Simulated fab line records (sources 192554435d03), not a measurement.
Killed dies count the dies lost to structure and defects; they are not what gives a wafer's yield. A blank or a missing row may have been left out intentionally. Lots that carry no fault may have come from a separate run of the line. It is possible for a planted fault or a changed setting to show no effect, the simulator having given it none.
Matching of chambers || flow n5_finfet || 3 sister chambers for N5_HKMG_FIN_CVD_62 on thermal_cvd_si-02
The step deposits a-Si from Si2H6, target thk 3 nm, time 20.8 s. 3 wafers are shown with their chamber, then 11 later ones without.

== WAFERS PAIRED WITH THEIR CHAMBERS ==
{"wafer": "L086.4", "chamber": 0, "heater_power_w (W)": 1423}
{"wafer": "L086.5", "chamber": 2, "heater_power_w (W)": 1380}
{"wafer": "L088.3", "chamber": 1, "heater_power_w (W)": 1591}

== WAFERS WITH NO CHAMBER GIVEN ==
{"wafer": "L088.5", "heater_power_w (W)": 1575}
{"wafer": "L088.6", "heater_power_w (W)": 1400}
{"wafer": "L090.2", "heater_power_w (W)": 1419}
{"wafer": "L090.4", "heater_power_w (W)": 1370}
{"wafer": "L090.5", "heater_power_w (W)": 1420}
{"wafer": "L094.2", "heater_power_w (W)": 1429}
{"wafer": "L094.3", "heater_power_w (W)": 1576}
{"wafer": "L094.4", "heater_power_w (W)": 1410}
{"wafer": "L096.2", "heater_power_w (W)": 1397}
{"wafer": "L096.3", "heater_power_w (W)": 1635}
{"wafer": "L096.4", "heater_power_w (W)": 1396}

== WHICH CHAMBER EACH WENT THROUGH ==
{"wafer": "L088.5", "from the rows above": 1, "in truth": 1}
{"wafer": "L088.6", "from the rows above": "can't be placed: 2 or 0", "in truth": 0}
{"wafer": "L090.2", "from the rows above": "can't be placed: 0 or 2", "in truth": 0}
{"wafer": "L090.4", "from the rows above": 2, "in truth": 2}
{"wafer": "L090.5", "from the rows above": 0, "in truth": 0}
{"wafer": "L094.2", "from the rows above": 0, "in truth": 0}
{"wafer": "L094.3", "from the rows above": 1, "in truth": 1}
{"wafer": "L094.4", "from the rows above": "can't be placed: 0 or 2", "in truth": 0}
{"wafer": "L096.2", "from the rows above": "can't be placed: 2 or 0", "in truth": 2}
{"wafer": "L096.3", "from the rows above": 1, "in truth": 1}
{"wafer": "L096.4", "from the rows above": "can't be placed: 2 or 0", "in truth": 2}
Correct placement for 6 of the 11. Cannot be placed on the basis of these rows: 5; the candidates contain the true chamber in 5. Number placed wrongly: 0.
How it was worked out, from the rows above alone: a wafer's distance from a chamber is the root of the sum, over the readings, of the square of ((its reading less the chamber's mean) divided by the reading's scatter). If the next closest chamber is less than 2 further off than the closest, the wafer can't be placed; otherwise it belongs to the closest. A chamber's mean is the mean of its shown wafers. The scatter (one wafer shown for each chamber): square how far every hidden wafer sits from the nearest shown wafer, average those squares and take the square root.
